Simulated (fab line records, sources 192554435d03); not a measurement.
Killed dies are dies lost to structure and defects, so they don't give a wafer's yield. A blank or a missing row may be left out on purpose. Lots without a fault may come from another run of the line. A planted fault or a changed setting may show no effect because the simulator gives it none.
fab line records | flow n5_finfet
record lots=4 wafers=12 last_day=18
route steps=1938 shown BEOL_M9@1417 PASSIVATION@1936
lots that met no fault: from a run of the same line without faults
start_h: hours from the record's first day to the start of the lot's first wafer shown | wait_h: hours since the lot's step before | " the same as in the row above | L1.1+2: a row that stands for several wafers | - no value, or no start given | * or withheld: withheld | < > ~ a bound
route shown NAME@n: a module of which the file shows steps, and the number in the route of the first | usual: mean/standard deviation of fault-free wafers | same: alike in all rows | chamber/n: place in a boat | sites: the reading at each site | _std_site: their standard deviation | _edge_site: outer sites' mean less inner sites' | radius_mm: how far each site lies from the wafer's centre | mask NAME#n: copy n | behind: the tool/chamber that last shaped the wafer | hold: why the lot was held/for how many hours/how that ended | device: the transistor (n, p or np) that didn't switch | end of line: the same wafers' tests at the end of the route | a step without rows: its recipe alone | killed: dies lost to structure and defects at the first sort, not the wafer's yield | map: a wafer's dies, x killed, . not, _ none there
set.NAME: the setting as run; set.NAME@STEP: as run at that earlier step | model.NAME: the simulator's own value behind a step, which no gauge read
lots at some steps of the route; a table a step, a row a wafer
services: from which hour (start_h, from the record's first day; less than 0 if before it) a tool's chamber was out of use, for how many hours, and why
## steps
# step N5_BEOL_M9_DESCUM_16
# recipe chemistry=O2 time_s=7.9 source_power_w=50 bias_power_w=20 pressure_mtorr=20 rf_frequency_hz=2.712e+07 temp_c=40 resist=CAR-ArF o2_flow_sccm=225
# step N5_BEOL_M9_ETCH_61
# recipe chemistry=CF4 target=SiARC target_depth_a=390 mask_material=CAR-ArF time_s=65 ion_energy_ev=80 pressure_mtorr=40 source_w=545 bias_w=36 Ar_flow_sccm=100 cf4_flow_sccm=100 ends=cleared
# step N5_BEOL_M9_ETCH_62
# recipe chemistry=N2/H2 target=SOC target_depth_a=1100 overetch_a=220 mask_material=SiARC temp_c=40 time_s=165 ion_energy_ev=200 pressure_mtorr=30 source_w=840 bias_w=150 n2_flow_sccm=200 h2_flow_sccm=200
# step N5_BEOL_M9_STRIP_68
# recipe chemistry=N2/H2 temp_c=40 n2_flow_sccm=200 h2_flow_sccm=200 rf_frequency_hz=6e+07
# step N5_BEOL_M9_STRIP_67
# recipe chemistry=CF4 resist=SiARC power_w=300 bias_power_w=75 pressure_mtorr=50 cf4_flow_sccm=150 rf_frequency_hz=6e+07
# step N5_BEOL_M9_HM_OPEN_17
# recipe chemistry=Cl2/BCl3 target_depth_a=200 overetch_a=60 target=TiN mask_material=SOC ion_energy_ev=150 pressure_mtorr=10 icp_w=1000 bias_w=126 Cl2_flow_sccm=53.25 bcl3_flow_sccm=21.75 Ar_flow_sccm=25
# step N5_BEOL_M9_STRIP_19
# recipe chemistry=O2 power_w=400 temp_c=40 pressure_mtorr=30 rf_frequency_hz=6e+07 bias_power_w=0 overash_fraction=0.2 o2_flow_sccm=225
# step N5_BEOL_M9_COAT_63
# recipe resist=SOC temp_c=250 time_s=60 spin_rpm=1500 resist_thk_nm=60
# step N5_BEOL_M9_COAT_64
# recipe resist=SiARC temp_c=220 time_s=60 spin_rpm=1500 resist_thk_nm=12
# usual dispense_pressure_kPa=50.4/2.2 plate_temp_C=219.95/0.16 spin_speed_rpm=1500.2/1.1
# columns lot.wafer tool chamber start_h wait_h dispense_pressure_kPa plate_temp_C spin_speed_rpm model.SiARC_of_BEOL_M9_COAT_64.thk_nm
L564.1 litho_track-04 0 266.88 - 52.0 219.96 1684.9 11.4
L564.2 " 0 " " 52.0 220.13 1683.7 11.4
L564.3 " 0 " " 52.0 220.04 1683.0 11.4
L569.2 litho_track-04 0 298.00 - 51.9 220.04 1680.8 11.4
L569.3 " 0 " " 51.9 220.01 1682.5 11.4
L569.4 " 0 " " 51.9 219.98 1681.8 11.4
L573.1 litho_track-04 0 359.00 - 52.0 220.06 1499.5 12
L573.2 " 0 " " 51.9 219.62 1500.3 12
L573.4 " 0 " " 51.9 219.92 1501.2 12
L576.1 litho_track-03 0 362.43 - 51.5 219.72 1500.8 12
L576.3 " 0 " " 51.5 219.93 1499.9 12
L576.4 " 0 " " 51.5 219.80 1500.4 12
# step N5_BEOL_M9_COAT_75
# recipe resist=underlayer temp_c=205 time_s=60 spin_rpm=1500 resist_thk_nm=5
# step N5_BEOL_M9_COAT_22
# recipe resist=CAR-EUV spin_rpm=1500 resist_thk_nm=30
# step N5_BEOL_M9_EBR_24
# recipe solvent=PGMEA ebr_width_mm=1.5
# step N5_BEOL_M9_SOFTBAKE_23
# recipe temp_c=110 time_s=60 resist=CAR-EUV
# step N5_BEOL_M9_EXPOSE_25
# recipe mask_id=V8 na=0.33 source_shape=annular sigma_inner=0.4 sigma_outer=0.8 polarization=unpolarized dose_mj=37.25
# step N5_BEOL_M9_PEB_26
# recipe peb_temp_c=100 peb_time_s=60 resist=CAR-EUV
# step N5_BEOL_M9_DEVELOP_27
# recipe develop_time_s=30 developer=TMAH resist=CAR-EUV rinse_liquid=surfactant_rinse dry=air_spin dev_temp_c=23
# step N5_BEOL_M9_DESCUM_33
# recipe chemistry=O2 time_s=7 source_power_w=50 bias_power_w=20 pressure_mtorr=20 rf_frequency_hz=2.712e+07 temp_c=40 resist=CAR-EUV o2_flow_sccm=225
# step N5_BEOL_M9_ETCH_76
# recipe chemistry=N2/H2 target=underlayer target_depth_a=65 mask_material=CAR-EUV time_s=5.2 ion_energy_ev=200 pressure_mtorr=30 source_w=840 bias_w=150 n2_flow_sccm=200 h2_flow_sccm=200 ends=cleared
# step N5_BEOL_M9_ETCH_65
# recipe chemistry=CF4 target=SiARC target_depth_a=156 mask_material=CAR-EUV time_s=26 ion_energy_ev=80 pressure_mtorr=40 source_w=545 bias_w=36 Ar_flow_sccm=100 cf4_flow_sccm=100 ends=cleared
# usual drypump_motor_current_A=5.5/0.51 etch_rf_on_time_s=26.1/0.59 oes_product_au=0.67/0.061 rf_vpp_V=184.0/0.96 showerhead_plenum_p_Torr=2.15/0.048 throttle_valve_pct=15.62/0.22
# columns lot.wafer tool chamber start_h wait_h drypump_motor_current_A etch_rf_on_time_s oes_product_au rf_hours_counter_h rf_vpp_V showerhead_plenum_p_Torr throttle_valve_pct model.etch.depth_nm model.CAR-EUV_of_BEOL_M9_COAT_22.thk_nm
L564.1 rie_diel-02 1 267.44 0.0 5.8 24.8 0.65 167 185.5 2.14 15.62 11.35 11.8
L564.2 " 0 " " 5.3 26.0 0.57 230 183.7 2.11 15.88 11.35 11.8
L564.3 " 2 " " 6.3 24.7 0.76 34 184.2 2.20 15.55 11.32 11.8
L569.2 rie_diel-04 0 298.53 0.0 5.1 24.6 0.65 127 184.6 2.15 15.63 11.4 11.6
L569.3 " 1 " " 6.1 24.6 0.62 202 186.6 2.22 15.65 11.35 11.6
L569.4 " 3 " " 5.3 24.8 0.68 87 184.5 2.16 15.53 11.36 11.8
L573.1 rie_diel-06 2 359.63 0.0 5.8 26.8 0.61 214 184.8 2.12 15.96 12.06 11.2
L573.2 " 0 " " 4.9 25.9 0.75 25 183.4 2.11 15.07 12.07 11
L573.4 " 1 " " 5.5 25.8 0.61 224 184.2 2.21 15.96 12.03 11
L576.1 rie_diel-06 2 363.31 0.0 5.8 26.8 0.60 215 184.8 2.12 15.94 12.04 11.2
L576.3 " 0 " " 4.9 25.8 0.74 26 183.3 2.11 15.10 12.03 11
L576.4 " 3 " " 6.2 25.3 0.73 57 182.7 2.08 15.41 12.02 11
# step N5_BEOL_M9_ETCH_66
# recipe chemistry=N2/H2 target=SOC target_depth_a=800 overetch_a=160 mask_material=SiARC temp_c=40 time_s=120 ion_energy_ev=200 pressure_mtorr=30 source_w=840 bias_w=150 n2_flow_sccm=200 h2_flow_sccm=200
# usual drypump_motor_current_A=5.5/0.51 oes_product_au=0.60/0.051 rf_vpp_V=524.1/1.9 showerhead_plenum_p_Torr=2.55/0.06 throttle_valve_pct=17.86/0.22
# columns lot.wafer tool chamber start_h wait_h drypump_motor_current_A oes_product_au rf_hours_counter_h rf_vpp_V showerhead_plenum_p_Torr throttle_valve_pct model.SiARC_of_BEOL_M9_COAT_64.thk_nm
L564.1 rie_diel-02 1 267.47 0.0 5.7 0.59 167 523.5 2.54 17.92 5.8
L564.2 " 0 " " 5.3 0.53 230 523.9 2.51 18.27 6.2
L564.3 " 2 " " 6.4 0.67 34 528.0 2.59 17.71 5.6
L569.2 rie_diel-04 0 298.56 0.0 5.1 0.58 127 523.3 2.54 17.76 5.8
L569.3 " 1 " " 6.1 0.56 202 524.9 2.63 17.88 5.6
L569.4 " 3 " " 5.3 0.61 87 524.7 2.57 17.76 5.8
L573.1 rie_diel-06 2 359.66 0.0 5.8 0.56 214 522.2 2.51 18.22 6.6
L573.2 " 0 " " 4.9 0.67 25 524.2 2.50 17.31 6.6
L573.4 " 1 " " 5.6 0.54 224 527.7 2.61 18.08 6.4
L576.1 rie_diel-06 2 363.34 0.0 5.8 0.55 215 524.3 2.51 18.22 6.6
L576.3 " 0 " " 4.9 0.66 26 521.1 2.50 17.30 6.4
L576.4 " 3 " " 6.3 0.63 57 520.6 2.49 17.85 6.2
# step N5_BEOL_M9_STRIP_69
# recipe chemistry=N2/H2 temp_c=40 n2_flow_sccm=200 h2_flow_sccm=200 rf_frequency_hz=6e+07
# step N5_PASSIVATION_PROBE_49
# usual defect_limited_yield=91.3/1.7 killed_at_M0_to_M3=33/9.9 killed_at_M4_up=14/6.4 killed_at_contacts=12/7 killed_at_front_end=41/13 killed_at_other=3.1/2.9 killed_dies=103/20 killed_open=67/14 killed_short=34/9.4 sort_bin_4_leakage=0.03/0.24 sort_bin_5_function=5.1/1.1 sort_bin_6_memory=3.2/0.79 sort_n_pass=1077/21 sort_yield_pct=91.2/1.7
# same gross_dies=1180 killed_at_back_side=0 sort_bin_8_speed[%]=0
# columns lot.wafer tool chamber start_h wait_h defect_limited_yield[%] killed_at_M0_to_M3 killed_at_M4_up killed_at_contacts killed_at_front_end killed_at_other killed_dies killed_open killed_short sort_bin_4_leakage[%] sort_bin_5_function[%] sort_bin_6_memory[%] sort_n_pass sort_yield_pct[%]
L569.2 prober-01 - 362.36 0.1 92.4 26 9 6 37 12 90 53 34 0 4.9 2.4 1090 92.4
L569.3 prober-01 - 362.41 0.1 94.2 22 18 11 14 3 68 51 16 0 4.0 1.7 1112 94.2
L569.4 prober-01 - 362.46 0.2 92.7 20 10 9 39 8 86 61 24 0 4.2 2.8 1094 92.7
L573.1 prober-02 - 421.08 0.0 91.4 22 16 9 49 6 102 75 27 0 5.4 2.8 1078 91.4
L573.2 prober-02 - 421.13 0.1 93.6 26 14 5 30 0 75 50 22 0 4.2 2.0 1105 93.6
L573.4 prober-02 - 421.23 0.2 92.0 42 11 10 28 3 94 67 26 0 4.1 3.5 1086 92.0
# killed by level:class
L569.2 GATE_CUT:geometric_particle:short=8 FIN_SAQP:geometric_particle:open=7 BEOL_M3:geometric_particle:open=7 STI_FIN_REVEAL:geometric_particle:open=7 BEOL_M0_SAQP:geometric_particle:open=6 MOL_CONTACT_COAG:geometric_particle:open=5 STARTING-WAFER:geometric_particle:open=4 BEOL_M2:geometric_particle:open=4
L569.3 MOL_CONTACT_COAG:geometric_particle:open=9 BEOL_M1:geometric_particle:open=7 BEOL_M5:geometric_particle:open=6 FIN_SAQP:geometric_particle:open=5 BEOL_M4:geometric_particle:open=5 BEOL_M0_SAQP:geometric_particle:short=4 DUMMY_GATE:geometric_particle:open=3 BEOL_M0_SAQP:geometric_particle:open=3
L569.4 FIN_SAQP:geometric_particle:open=12 MOL_CONTACT_COAG:geometric_particle:open=8 STI_FIN_REVEAL:geometric_particle:open=7 BEOL_M1:geometric_particle:open=6 GATE_CUT:geometric_particle:open=5 BEOL_M0_SAQP:geometric_particle:open=4 PASS1_CAP:geometric_particle:short=4 FIN_SAQP:geometric_particle:short=3
L573.1 FIN_SAQP:geometric_particle:open=17 STI_FIN_REVEAL:geometric_particle:open=7 DUMMY_GATE:geometric_particle:open=6 MOL_CONTACT_COAG:geometric_particle:open=6 GATE_CUT:geometric_particle:short=5 BEOL_M2:geometric_particle:open=5 BEOL_M0_SAQP:geometric_particle:short=4 BEOL_M0_SAQP:geometric_particle:open=4
L573.2 GATE_CUT:geometric_particle:short=8 BEOL_M3:geometric_particle:open=8 MOL_CONTACT_COAG:geometric_particle:open=5 BEOL_M4:geometric_particle:open=5 BEOL_M0:geometric_particle:open=4 FIN_SAQP:geometric_particle:short=3 DUMMY_GATE:geometric_particle:open=3 BEOL_M0_SAQP:geometric_particle:open=3
L573.4 BEOL_M2:geometric_particle:open=11 BEOL_M1:geometric_particle:open=9 MOL_CONTACT_COAG:geometric_particle:open=7 BEOL_M3:geometric_particle:open=7 FIN_SAQP:geometric_particle:open=5 BEOL_M4:geometric_particle:open=5 FIN_SAQP:geometric_particle:short=4 STI_FIN_REVEAL:geometric_particle:open=4
## services
# columns tool chamber start_h hours kind
rie_diel-06 0 244.91 - clean
rie_diel-06 0 244.91 - consumable_replace:focus_ring
rie_diel-06 0 244.91 17.9 scheduled_down
rie_diel-06 0 244.91 17.9 vent_cycle
litho_track-03 - 246.69 - consumable_replace:filter
rie_diel-06 1 295.74 3.9 repair
rie_diel-06 1 303.97 8.4 repair
rie_diel-06 0 337.93 3.2 repair
rie_diel-04 3 342.35 3.4 repair
rie_diel-02 0 344.87 - clean
rie_diel-02 0 344.87 - consumable_replace:focus_ring
rie_diel-02 0 344.87 15.9 scheduled_down
rie_diel-02 0 344.87 15.9 vent_cycle
rie_diel-02 3 347.28 2.8 repair
rie_diel-04 0 359.94 1.7 repair
## key
first_sign step=N5_BEOL_M9_COAT_64 reading=spin_speed_rpm direction=up sigmas=99+ usual=* struck=*
effect none on later readings
model_effect step=N5_BEOL_M9_COAT_64 value=SiARC_of_BEOL_M9_COAT_64.thk_nm without=12 struck=11.4
model_effect step=N5_BEOL_M9_ETCH_65 value=etch.depth_nm without=12.03 struck=11.36
model_effect step=N5_BEOL_M9_ETCH_66 value=SiARC_of_BEOL_M9_COAT_64.thk_nm without=6.5 struck=5.8
met_at N5_BEOL_M9_COAT_64
struck_wafers L564.1,L564.2,L564.3,L569.2,L569.3,L569.4
fault kind=process_parameter_drift tool=litho_track-04 chamber=- onset_h=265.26 steps=N5_BEOL_M9_COAT_64 channel=spin_rpm offset=* shape=step end_h=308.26 acts_in=* stated=*
